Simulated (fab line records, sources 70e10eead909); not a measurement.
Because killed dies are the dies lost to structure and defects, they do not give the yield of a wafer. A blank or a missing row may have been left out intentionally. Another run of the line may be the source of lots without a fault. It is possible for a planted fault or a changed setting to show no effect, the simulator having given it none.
fab line records	flow nand_harc
record: lots: 6	wafers: 18	last_day: 33
route steps=1302 shown P_GATE@207 P_CONTACT@217 END@1302
lots that met no fault: from a run of the same line without faults
start_h: start of the lot's first displayed wafer, in hours after the record's first day	wait_h: hours since the lot's step before	" repeats the value in the row above	L1.1+2: a single row standing in for several wafers	- no value, or no start given	* or withheld: withheld	< > ~ a bound
route shown NAME@n: names a module that has steps shown in the file, with the first one's number in the route	usual: average and standard deviation across the fault-free wafers	same: alike in all rows	chamber/n: place in a boat	sites: the reading at each site	_std_site: standard deviation across them	_edge_site: the outer-site mean with the inner-site mean subtracted	radius_mm: for every site, how far away it sits from the centre of the wafer	mask NAME#n: copy n	behind: the last tool/chamber to shape the wafer	hold: what put the lot on hold/how long, in hours/how the hold closed	device: the n, p or np transistor that did not switch	end of line: at the end of the route, the tests of the same wafers	a step given without rows: its recipe and nothing more	killed: the dies lost at the first sort to structure and to defects; this is not the yield of the wafer	map: a wafer's dies, marking killed ones x, the rest . and places with no die _
set.NAME: the setting as run; set.NAME@STEP: as run at that earlier step	model.NAME: the simulator's own value behind a step, which no gauge read
a table for each step, a row for each wafer; lots at some steps of the route
services: the hour from which a tool's chamber was out of use, counted from the record's first day as start_h (under 0 if before that day), plus the number of hours and why
== steps ==
step: NHARC_P_GATE_RTA_64
recipe: temp_c: 1050	time_s: 1
usual: lamp_power_pct: 33/5.3	wafer_temp_C_max: 1054.7/1.1
lot.wafer	tool	chamber	start_h	wait_h	lamp_power_pct	wafer_temp_C_max
L393.2	rtp_anneal-01	0	222.15	-	38	1053.4
L393.5	"	0	"	"	38	1052.5
L393.6	"	0	"	"	38	1053.8
L394.1	rtp_anneal-02	0	231.58	-	28	1055.7
L394.3	"	0	"	"	28	1054.8
L394.4	"	0	"	"	28	1057.2
L397.3	rtp_anneal-01	0	262.28	-	38	1054.4
L397.4	"	0	"	"	38	1054.2
L397.5	"	0	"	"	38	1054.5
L396.2	rtp_anneal-02	0	262.73	-	28	1056.3
L396.3	"	0	"	"	28	1054.9
L396.6	"	0	"	"	28	1058.1
L404.1	rtp_anneal-02	0	336.83	-	28	1055.0
L404.3	"	0	"	"	28	1055.0
L404.5	"	0	"	"	28	1054.6
L405.1	rtp_anneal-02	0	344.56	-	28	1055.0
L405.3	"	0	"	"	28	1055.3
L405.5	"	0	"	"	28	1054.0
step: NHARC_P_GATE_ETCH_77
recipe: target_depth_a: 60	chemistry: dHF	material: SiO2
step: NHARC_P_GATE_DEGAS_109
recipe: temp_c: 300	time_s: 60
step: NHARC_P_GATE_PRE_CLEAN_110
recipe: time_s: 30	bias_v: 200	gas: Ar
step: NHARC_P_GATE_SPUTTER_78
recipe: target_thk_a: 100	material: Ni
step: NHARC_P_GATE_SPUTTER_79
recipe: target_thk_a: 100	material: TiN
step: NHARC_P_GATE_RTA_80
recipe: temp_c: 300	time_s: 30
usual: wafer_temp_C_max: 301.3/0.38
lot.wafer	tool	chamber	start_h	wait_h	wafer_temp_C_max
L393.2	rtp_anneal-01	0	222.76	-	301.4
L393.5	"	0	"	"	300.9
L393.6	"	0	"	"	301.4
L394.1	rtp_anneal-01	0	232.19	-	301.4
L394.3	"	0	"	"	301.4
L394.4	"	0	"	"	301.3
L397.3	rtp_anneal-01	0	262.88	-	301.2
L397.4	"	0	"	"	300.4
L397.5	"	0	"	"	301.0
L396.2	rtp_anneal-01	0	263.44	-	300.6
L396.3	"	0	"	"	300.8
L396.6	"	0	"	"	301.0
L404.1	rtp_anneal-02	0	337.43	-	301.6
L404.3	"	0	"	"	302.1
L404.5	"	0	"	"	301.9
L405.1	rtp_anneal-01	0	345.16	-	301.3
L405.3	"	0	"	"	300.9
L405.5	"	0	"	"	301.4
step: NHARC_P_GATE_STRIP_67
recipe: time_s: 600	temp_c: 130	chemistry: SPM
step: NHARC_P_GATE_RTA_82
recipe: temp_c: 450	time_s: 30
usual: lamp_power_pct: 3.8/0.62	wafer_temp_C_max: 452.0/0.54
lot.wafer	tool	chamber	start_h	wait_h	lamp_power_pct	wafer_temp_C_max
L393.2	rtp_anneal-01	0	223.22	-	4.5	451.9
L393.5	"	0	"	"	4.5	451.9
L393.6	"	0	"	"	4.5	452.2
L394.1	rtp_anneal-02	0	232.65	-	3.3	452.3
L394.3	"	0	"	"	3.3	452.2
L394.4	"	0	"	"	3.3	452.3
L397.3	rtp_anneal-02	0	263.33	-	3.2	451.9
L397.4	"	0	"	"	3.2	452.1
L397.5	"	0	"	"	3.2	452.4
L396.2	rtp_anneal-02	0	263.90	-	3.2	452.3
L396.3	"	0	"	"	3.2	452.6
L396.6	"	0	"	"	3.3	452.9
L404.1	rtp_anneal-02	0	337.89	-	3.2	451.8
L404.3	"	0	"	"	3.3	453.0
L404.5	"	0	"	"	3.3	452.4
L405.1	rtp_anneal-01	0	345.62	-	4.5	451.8
L405.3	"	0	"	"	4.5	451.7
L405.5	"	0	"	"	4.5	451.5
step: NHARC_P_GATE_INSPECT_68
usual: raw_defect_count: 202/73
lot.wafer	tool	chamber	start_h	wait_h	raw_defect_count
L393.2	defect_inspect-02	-	223.39	0.1	188
L393.5	"	-	"	"	152
L393.6	"	-	"	"	218
L394.1	defect_inspect-01	-	232.85	0.2	207
L394.3	"	-	"	"	168
L394.4	"	-	"	"	156
L397.3	defect_inspect-02	-	263.48	0.1	191
L397.4	"	-	"	"	182
L397.5	"	-	"	"	286
L396.2	defect_inspect-02	-	264.07	0.1	132
L396.3	"	-	"	"	85
L396.6	"	-	"	"	143
L404.1	defect_inspect-01	-	338.10	0.2	188
L404.3	"	-	"	"	152
L404.5	"	-	"	"	138
L405.1	defect_inspect-01	-	345.85	0.2	163
L405.3	"	-	"	"	150
L405.5	"	-	"	"	134
step: NHARC_P_CONTACT_DEP_30
recipe: target_thk_a: 300	temp_c: 400	target_thk_nm: 30	flow_sccm: 200	rf_w: 450	material: SiNx
usual: heater_power_w: 663/81
lot.wafer	tool	chamber	start_h	wait_h	heater_power_w
L393.2	pecvd-02	2	223.55	0.2	615
L393.6	"	0	"	"	791
L393.5	"	1	"	"	627
L394.1	pecvd-03	0	232.91	0.1	798
L394.3	"	2	"	"	748
L394.4	"	2	"	"	756
L397.3	pecvd-01	0	263.54	0.1	597
L397.4	"	1	"	"	672
L397.5	"	2	"	"	647
L396.2	pecvd-01	0	264.14	0.1	662
L396.3	"	2	"	"	659
L396.6	"	0	"	"	685
L404.1	pecvd-02	1	338.21	0.1	618
L404.3	"	2	"	"	562
L404.5	"	2	"	"	558
L405.3	pecvd-02	0	345.93	0.1	793
L405.1	"	1	"	"	593
L405.5	"	0	"	"	775
step: NHARC_P_CONTACT_DEP_00
recipe: target_thk_a: 5000	temp_c: 400	pressure_torr: 6.5	rf_w: 900	teos_flow_sccm: 161.4	flow_sccm: 2650	target_thk_nm: 500	gas: O2	material: SiO2
usual: chamber_pressure_Torr: 6.499/0.017	heater_power_w: 498/75	throttle_valve_pct: 16.3/0.67
lot.wafer	tool	chamber	start_h	wait_h	chamber_pressure_Torr	heater_power_w	throttle_valve_pct
L393.2	pecvd-02	2	-	-	6.521	366	17.0
L393.6	"	0	"	"	6.499	554	15.3
L393.5	"	1	"	"	6.491	466	15.5
L394.1	pecvd-03	0	-	-	6.492	638	16.9
L394.3	"	2	"	"	6.486	610	16.4
L394.4	"	2	"	"	6.500	628	16.5
L397.3	pecvd-01	0	-	-	6.501	461	16.1
L397.4	"	1	"	"	6.497	510	17.4
L397.5	"	2	"	"	6.501	466	15.9
L396.2	pecvd-01	0	-	-	6.497	478	16.4
L396.3	"	2	"	"	6.510	432	16.0
L396.6	"	0	"	"	6.492	504	16.4
L404.1	pecvd-02	1	-	-	6.505	515	15.5
L404.3	"	2	"	"	6.512	436	16.5
L404.5	"	2	"	"	6.512	446	16.5
L405.3	pecvd-02	0	-	-	6.498	695	15.2
L405.1	"	1	"	"	6.475	500	15.5
L405.5	"	0	"	"	6.499	526	14.9
step: NHARC_P_CONTACT_CMP_01
recipe: target_thk_nm: 200	material: SiO2
usual: edge_zone_pressure_frac: 1.000/0.0052	motor_current_A: 12.1/1
lot.wafer	tool	chamber	start_h	wait_h	edge_zone_pressure_frac	motor_current_A
L393.2	cmp-02	2	224.26	-	1.000	13.1
L393.6	"	3	"	"	1.006	10.9
L393.5	"	0	"	"	0.998	15.0
L394.4	cmp-03	3	233.62	-	1.000	12.7
L394.3	"	0	"	"	1.009	12.1
L394.1	"	2	"	"	0.994	11.1
L397.4	cmp-03	3	264.31	-	-	-
L397.3	"	0	"	"	-	-
L397.5	"	2	"	"	-	-
L396.2	cmp-03	0	264.87	-	-	-
L396.3	"	1	"	"	-	-
L396.6	"	3	"	"	-	-
L404.3	cmp-02	2	338.91	-	0.987	13.0
L404.1	"	0	"	"	0.997	13.9
L404.5	"	1	"	"	1.002	13.8
L405.3	cmp-03	2	346.68	-	0.995	11.7
L405.1	"	3	"	"	0.998	12.5
L405.5	"	1	"	"	0.992	11.2
step: NHARC_END_SORT_01
recipe: temp_c: 25
usual: killed_at_array: 56/20	killed_at_other: 1/1.3	killed_at_periphery: 3.5/2.7	killed_dies: 60/20	killed_open: 3.3/1.6	killed_short: 2.4/1.5
same: gross_dies: 677
lot.wafer	tool	chamber	start_h	wait_h	killed_at_array	killed_at_other	killed_at_periphery	killed_dies	killed_open	killed_short
L393.6	prober-01	0	659.26	4.1	60	0	2	62	2	1
L396.2	prober-01	0	711.82	2.8	80	0	597	677	6	2
L396.3	prober-01	0	712.60	3.0	83	0	594	677	2	1
L396.6	prober-01	0	714.95	3.9	85	1	591	677	3	0
L397.3	prober-02	0	712.73	3.1	34	1	642	677	4	3
L397.4	prober-02	0	713.53	3.4	47	2	628	677	0	1
L397.5	prober-02	0	714.33	3.7	34	0	643	677	5	3
killed by level:class
L393.6 A_CHANNEL_HOLE_D1:chamber_film_flake=33 A_CHANNEL_HOLE_D2:chamber_film_flake=21 A_STAIRCASE:chamber_film_flake=3 P_GATE:geometric_particle:open=1 A_ONON_D1:geometric_particle:short=1 A_M0:geometric_particle:open=1 P_STI:chamber_film_flake=1 A_CONTACT:chamber_film_flake=1
L396.2 P_CONTACT:area_cmp=592 A_SLIT:chamber_film_flake=41 A_CHANNEL_HOLE_D2:chamber_film_flake=17 A_STAIRCASE:chamber_film_flake=7 A_CONTACT:chamber_film_flake=6 A_CHANNEL_HOLE_D1:chamber_film_flake=5 P_M0:geometric_particle:open=2 P_GATE:geometric_particle:short=1
L396.3 P_CONTACT:area_cmp=592 A_SLIT:chamber_film_flake=33 A_CHANNEL_HOLE_D1:chamber_film_flake=17 A_CHANNEL_HOLE_D2:chamber_film_flake=15 A_STAIRCASE:chamber_film_flake=11 A_CONTACT:chamber_film_flake=4 A_ONON_D1:geometric_particle:short=1 A_SGD_CUT:geometric_particle:open=1
L397.3 P_CONTACT:area_cmp=639 A_CHANNEL_HOLE_D1:chamber_film_flake=17 A_STAIRCASE:chamber_film_flake=4 A_CONTACT:chamber_film_flake=3 A_M1:chamber_film_flake=3 P_GATE:chamber_film_flake=2 P_M0:geometric_particle:open=1 A_SOURCE_PLATE:geometric_particle:open=1
L397.4 P_CONTACT:area_cmp=627 A_CHANNEL_HOLE_D1:chamber_film_flake=35 A_STAIRCASE:chamber_film_flake=6 A_M1:chamber_film_flake=2 THIN_TSV:chamber_film_flake=2 A_WL_FILL:geometric_particle:short=1 P_STI:chamber_film_flake=1 A_CHANNEL_HOLE_D2:chamber_film_flake=1
L397.5 P_CONTACT:area_cmp=639 A_CHANNEL_HOLE_D1:chamber_film_flake=16 A_STAIRCASE:chamber_film_flake=4 P_GATE:chamber_film_flake=2 A_SLIT:chamber_film_flake=2 A_CONTACT:chamber_film_flake=2 A_M1:chamber_film_flake=2 P_GATE:geometric_particle:open=1
L396.6 P_CONTACT:area_cmp=585 A_SLIT:chamber_film_flake=37 A_CHANNEL_HOLE_D1:chamber_film_flake=15 A_CHANNEL_HOLE_D2:chamber_film_flake=14 A_STAIRCASE:chamber_film_flake=11 A_CONTACT:chamber_film_flake=5 P_STI:chamber_film_flake=3 A_ONON_D1:geometric_particle:open=2
map L396.2 (x killed, . not)
____________x____________
_________xxxxxxx_________
_______xxxxxxxxxxx_______
______xxxxxxxxxxxxx______
_____xxxxxxxxxxxxxxx_____
____xxxxxxxxxxxxxxxxx____
____xxxxxxxxxxxxxxxxx____
___xxxxxxxxxxxxxxxxxxx___
___xxxxxxxxxxxxxxxxxxx___
__xxxxxxxxxxxxxxxxxxxxx__
__xxxxxxxxxxxxxxxxxxxxx__
_xxxxxxxxxxxxxxxxxxxxxxx_
_xxxxxxxxxxxxxxxxxxxxxxx_
_xxxxxxxxxxxxxxxxxxxxxxx_
_xxxxxxxxxxxxxxxxxxxxxxx_
_xxxxxxxxxxxxxxxxxxxxxxx_
xxxxxxxxxxxxxxxxxxxxxxxxx
xxxxxxxxxxxxxxxxxxxxxxxxx
xxxxxxxxxxxxxxxxxxxxxxxxx
xxxxxxxxxxxxxxxxxxxxxxxxx
xxxxxxxxxxxxxxxxxxxxxxxxx
_xxxxxxxxxxxxxxxxxxxxxxx_
_xxxxxxxxxxxxxxxxxxxxxxx_
_xxxxxxxxxxxxxxxxxxxxxxx_
_xxxxxxxxxxxxxxxxxxxxxxx_
_xxxxxxxxxxxxxxxxxxxxxxx_
__xxxxxxxxxxxxxxxxxxxxx__
__xxxxxxxxxxxxxxxxxxxxx__
___xxxxxxxxxxxxxxxxxxx___
___xxxxxxxxxxxxxxxxxxx___
____xxxxxxxxxxxxxxxxx____
____xxxxxxxxxxxxxxxxx____
_____xxxxxxxxxxxxxxx_____
______xxxxxxxxxxxxx______
_______xxxxxxxxxxx_______
_________xxxxxxx_________
____________x____________
map L397.3 (x killed, . not)
____________x____________
_________xxxxxxx_________
_______xxxxxxxxxxx_______
______xxxxxxxxxxxxx______
_____xxxxxxxxxxxxxxx_____
____xxxxxxxxxxxxxxxxx____
____xxxxxxxxxxxxxxxxx____
___xxxxxxxxxxxxxxxxxxx___
___xxxxxxxxxxxxxxxxxxx___
__xxxxxxxxxxxxxxxxxxxxx__
__xxxxxxxxxxxxxxxxxxxxx__
_xxxxxxxxxxxxxxxxxxxxxxx_
_xxxxxxxxxxxxxxxxxxxxxxx_
_xxxxxxxxxxxxxxxxxxxxxxx_
_xxxxxxxxxxxxxxxxxxxxxxx_
_xxxxxxxxxxxxxxxxxxxxxxx_
xxxxxxxxxxxxxxxxxxxxxxxxx
xxxxxxxxxxxxxxxxxxxxxxxxx
xxxxxxxxxxxxxxxxxxxxxxxxx
xxxxxxxxxxxxxxxxxxxxxxxxx
xxxxxxxxxxxxxxxxxxxxxxxxx
_xxxxxxxxxxxxxxxxxxxxxxx_
_xxxxxxxxxxxxxxxxxxxxxxx_
_xxxxxxxxxxxxxxxxxxxxxxx_
_xxxxxxxxxxxxxxxxxxxxxxx_
_xxxxxxxxxxxxxxxxxxxxxxx_
__xxxxxxxxxxxxxxxxxxxxx__
__xxxxxxxxxxxxxxxxxxxxx__
___xxxxxxxxxxxxxxxxxxx___
___xxxxxxxxxxxxxxxxxxx___
____xxxxxxxxxxxxxxxxx____
____xxxxxxxxxxxxxxxxx____
_____xxxxxxxxxxxxxxx_____
______xxxxxxxxxxxxx______
_______xxxxxxxxxxx_______
_________xxxxxxx_________
____________x____________
== services ==
tool	chamber	start_h	hours	kind
pecvd-02	-	227.16	13.0	pm
pecvd-02	0	227.16	13.0	vent_cycle
pecvd-02	1	227.16	13.0	vent_cycle
pecvd-02	2	227.16	13.0	vent_cycle
cmp-02	-	233.85	4.0	pm
cmp-02	-	239.36	3.2	repair
pecvd-02	0	240.16	-	clean
pecvd-02	1	240.16	-	clean
pecvd-02	2	240.16	-	clean
pecvd-01	2	250.22	2.0	repair
cmp-03	-	252.28	1.6	repair
cmp-03	-	260.00	4.0	pm
cmp-03	-	264.00	-	consumable_replace:conditioner
cmp-03	-	264.00	-	consumable_replace:pad
pecvd-03	-	270.05	1.9	repair
cmp-03	-	286.45	1.7	repair
cmp-03	-	298.51	1.8	repair
pecvd-01	-	311.36	13.0	pm
pecvd-01	0	311.36	13.0	vent_cycle
pecvd-01	1	311.36	13.0	vent_cycle
pecvd-01	2	311.36	17.4	vent_cycle
cmp-02	-	327.97	0.2	repair
pecvd-03	-	328.75	4.9	repair
cmp-02	-	331.85	4.0	pm
== key ==
first_sign: step: NHARC_P_CONTACT_CMP_01	reading: tool_record	direction: missing
effect: step: NHARC_END_SORT_01	reading: killed_at_periphery	direction: up	sigmas: 99+	usual: 3.5	struck: 615.8
more_kills_born_at: NHARC_P_CONTACT_CMP_01@cmp-03: 3674
met_at NHARC_P_CONTACT_CMP_01
struck_wafers L396.2,L396.3,L396.6,L397.3,L397.4,L397.5
later_rows_left_out L396.2,L396.3,L396.6,L397.3,L397.4,L397.5
tester_left_out L396,L397
onset_between 233.62 264.31
fault: kind: skipped_step_whole	tool: cmp-03	chamber: -	onset_h: 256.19	steps: NHARC_P_CONTACT_CMP_01	scope: struck_lots_only
tester_left_out: of these lots the tester's yield and bins aren't shown, on N5 and GAA mostly nor the transistor test; their killed dies are dies lost to structure and defects alone, not to doping, threshold or leakage, so they don't give the yield
later_rows_left_out: the simulator's readings of these wafers behind a module that went badly wrong aren't trusted and aren't shown, but for the sort
